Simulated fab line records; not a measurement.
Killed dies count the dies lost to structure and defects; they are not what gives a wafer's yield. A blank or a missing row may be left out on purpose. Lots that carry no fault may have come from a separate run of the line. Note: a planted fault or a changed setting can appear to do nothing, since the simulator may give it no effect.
Chamber matching + flow n5-finfet + N5_BEOL_M1_ETCH_70 on rie-diel-03 has 4 sister chambers
The step etches SOC in N2/H2, target depth 80 nm, overetch 16 nm, time 120 s. 4 wafers are shown with their chamber, then 7 later ones without.

EACH WAFER AND ITS CHAMBER
| wafer  | chamber | showerhead-plenum-p-Torr (Torr) |
|--------|---------|---------------------------------|
| L077.2 | 3       | 2.72                            |
| L082.5 | 1       | 2.62                            |
| L086.2 | 2       | 2.40                            |
| L086.3 | 0       | 2.48                            |

WAFERS WITHOUT THEIR CHAMBER
| wafer  | showerhead-plenum-p-Torr (Torr) |
|--------|---------------------------------|
| L086.4 | 2.62                            |
| L090.2 | 2.61                            |
| L090.3 | 2.71                            |
| L090.6 | 2.61                            |
| L092.1 | 2.47                            |
| L092.2 | 2.71                            |
| L092.6 | 2.61                            |

WHICH CHAMBER EACH ONE RAN IN
| wafer  | from the rows above | in truth                   |
|--------|---------------------|----------------------------|
| L086.4 | 1                   | 1                          |
| L090.2 | 1                   | 1                          |
| L090.3 | 3                   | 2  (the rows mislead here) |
| L090.6 | 1                   | 1                          |
| L092.1 | 0                   | 0                          |
| L092.2 | 3                   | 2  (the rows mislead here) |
| L092.6 | 1                   | 1                          |
Correct placement for 5 of the 7. Number that these rows cannot place: 0. Placed wrongly: 2.
How it was worked out, from the rows above alone: a wafer's distance from a chamber is the root of the sum, over the readings, of the square of ((its reading less the chamber's mean) divided by the reading's scatter). The wafer belongs to the nearest chamber; if the next one is less than 2 further off, it can't be placed. For every chamber, the mean is computed from those of its wafers that are shown. The scatter: with one shown wafer a chamber, the root of the mean of the squares of how far each hidden wafer lies from its nearest shown one.
